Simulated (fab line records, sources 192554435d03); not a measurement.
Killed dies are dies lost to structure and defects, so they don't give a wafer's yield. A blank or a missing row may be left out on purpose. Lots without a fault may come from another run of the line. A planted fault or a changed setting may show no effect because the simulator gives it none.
Chamber matching | flow n5_finfet | N5_BEOL_M13_DESCUM_33 on rie_diel-04: 4 sister chambers
The step chemistry O2, time 7.9 s. 18 wafers are shown with their chamber, then 9 later ones without.

WAFERS WITH THEIR CHAMBER
wafer  | chamber | showerhead_plenum_p_Torr (Torr) | drypump_motor_current_A (A) | throttle_valve_pct (%)
L075.3 | 0       | 2.21                            | 5.4                         | 20.30
L075.5 | 2       | 2.07                            | 6.5                         | 20.38
L075.6 | 3       | 2.09                            | 6.5                         | 20.45
L077.2 | 0       | 2.21                            | 5.4                         | 20.32
L077.4 | 3       | 2.08                            | 6.4                         | 20.45
L077.5 | 1       | 2.09                            | 6.2                         | 20.65
L078.1 | 2       | 2.07                            | 6.5                         | 20.40
L078.3 | 0       | 2.21                            | 5.4                         | 20.31
L078.5 | 2       | 2.07                            | 6.5                         | 20.40
L082.1 | 2       | 2.07                            | 6.5                         | 20.41
L082.3 | 3       | 2.08                            | 6.4                         | 20.46
L082.4 | 1       | 2.08                            | 6.2                         | 20.68
L084.1 | 1       | 2.08                            | 6.2                         | 20.68
L084.3 | 0       | 2.21                            | 5.5                         | 20.34
L084.4 | 2       | 2.07                            | 6.5                         | 20.43
L089.3 | 3       | 2.08                            | 6.5                         | 20.47
L089.5 | 1       | 2.08                            | 6.3                         | 20.70
L089.6 | 0       | 2.21                            | 5.4                         | 20.35

SIGNATURES (means of the wafers above)
reading                  | chamber 0 | chamber 1 | chamber 2 | chamber 3 | scatter within a chamber
showerhead_plenum_p_Torr | 2.2100    | 2.0825    | 2.0700    | 2.0825    | 0.00327
drypump_motor_current_A  | 5.420     | 6.225     | 6.500     | 6.450     | 0.0427
throttle_valve_pct       | 20.3240   | 20.6775   | 20.4040   | 20.4575   | 0.0181
Rule: a wafer's distance from a chamber is the root of the sum, over the readings, of the square of ((its reading less the chamber's mean) divided by the reading's scatter). The wafer belongs to the nearest chamber; if the next one is less than 2 further off, it can't be placed. The scatter: the root of (the sum of the squares of (reading less its chamber's mean) over the shown wafers, divided by (wafers less chambers)).

WAFERS WITHOUT THEIR CHAMBER
wafer  | showerhead_plenum_p_Torr (Torr) | drypump_motor_current_A (A) | throttle_valve_pct (%)
L092.1 | 2.20                            | 5.4                         | 20.35
L092.2 | 2.07                            | 6.5                         | 20.49
L092.6 | 2.08                            | 6.2                         | 20.69
L093.1 | 2.07                            | 6.5                         | 20.49
L093.3 | 2.07                            | 6.2                         | 20.71
L093.6 | 2.07                            | 6.2                         | 20.71
L096.1 | 2.07                            | 6.4                         | 20.53
L096.5 | 2.07                            | 6.2                         | 20.73
L096.6 | 2.20                            | 5.5                         | 20.39

WHICH CHAMBER EACH WENT THROUGH
wafer  | from the rows above     | in truth
L092.1 | 0                       | 0
L092.2 | can't be placed: 3 or 2 | 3
L092.6 | 1                       | 1
L093.1 | can't be placed: 3 or 2 | 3
L093.3 | 1                       | 1
L093.6 | 1                       | 1
L096.1 | can't be placed: 3 or 2 | 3
L096.5 | 1                       | 1
L096.6 | 0                       | 0
Placed correctly: 6 of 9. Can't be placed from these rows: 3 (the true chamber is among the candidates in 3). Placed wrongly: 0.
